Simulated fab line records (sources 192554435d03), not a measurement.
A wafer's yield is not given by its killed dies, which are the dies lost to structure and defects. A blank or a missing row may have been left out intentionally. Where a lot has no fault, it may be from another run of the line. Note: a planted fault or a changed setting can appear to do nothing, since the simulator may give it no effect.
Chamber matching -- flow n5-finfet -- N5_BEOL_M10_PECVD_70 on pecvd-04: 3 sister chambers
The step deposits SiO2 from TEOS/O2, target thk 20 nm, time 22.7 s. 18 wafers are shown with their chamber, then 9 later ones without.

## WAFERS PAIRED WITH THEIR CHAMBERS
wafer,chamber,showerhead-plenum-p-Torr (Torr),throttle-valve-pct (%),heater-power-outer-w (W)
L076.2,2,8.66,23.1,501
L076.3,1,8.72,21.7,396
L076.6,2,8.69,22.9,505
L080.2,0,8.77,22.7,540
L080.3,1,8.71,21.7,363
L080.4,0,8.76,22.8,532
L082.2,1,8.72,21.6,427
L082.3,2,8.68,23.3,429
L082.6,2,8.67,23.0,421
L084.1,0,8.76,23.0,558
L084.2,1,8.73,21.8,412
L084.5,2,8.67,23.4,469
L086.1,2,8.69,23.1,387
L086.2,1,8.71,21.7,409
L086.5,0,8.76,22.9,487
L087.2,0,8.77,23.2,528
L087.4,0,8.76,23.0,525
L087.6,1,8.72,22.0,373

SIGNATURES (means of the wafers above)
reading,chamber 0,chamber 1,chamber 2,scatter within a chamber
showerhead-plenum-p-Torr,8.7633,8.7183,8.6767,0.00876
throttle-valve-pct,22.933,21.750,23.133,0.168
heater-power-outer-w,528.33,396.67,452.00,33.6
Rule: a wafer's distance from a chamber is the root of the sum, over the readings, of the square of ((its reading less the chamber's mean) divided by the reading's scatter). The wafer belongs to the nearest chamber; if the next one is less than 2 further off, it can't be placed. How the scatter is found: for the shown wafers, subtract from each reading the mean of its chamber, square and add these, divide the total by (wafers less chambers), then take the root.

## WAFERS WITH NO CHAMBER GIVEN
wafer,showerhead-plenum-p-Torr (Torr),throttle-valve-pct (%),heater-power-outer-w (W)
L088.1,8.72,21.4,450
L088.5,8.63,23.2,446
L088.6,8.75,21.6,442
L096.1,8.66,23.7,509
L096.4,8.72,22.1,442
L096.5,8.67,23.8,532
L097.1,8.67,23.4,463
L097.4,8.66,23.4,466
L097.6,8.72,21.9,384

## CHAMBER TAKEN BY EACH
wafer,from the rows above,in truth
L088.1,1,1
L088.5,2,2
L088.6,1,1
L096.1,2,2
L096.4,1,1
L096.5,2,2
L097.1,2,2
L097.4,2,2
L097.6,1,1
9 of 9 placed correctly. Left unplaced by these rows: 0. Wrongly placed: 0.
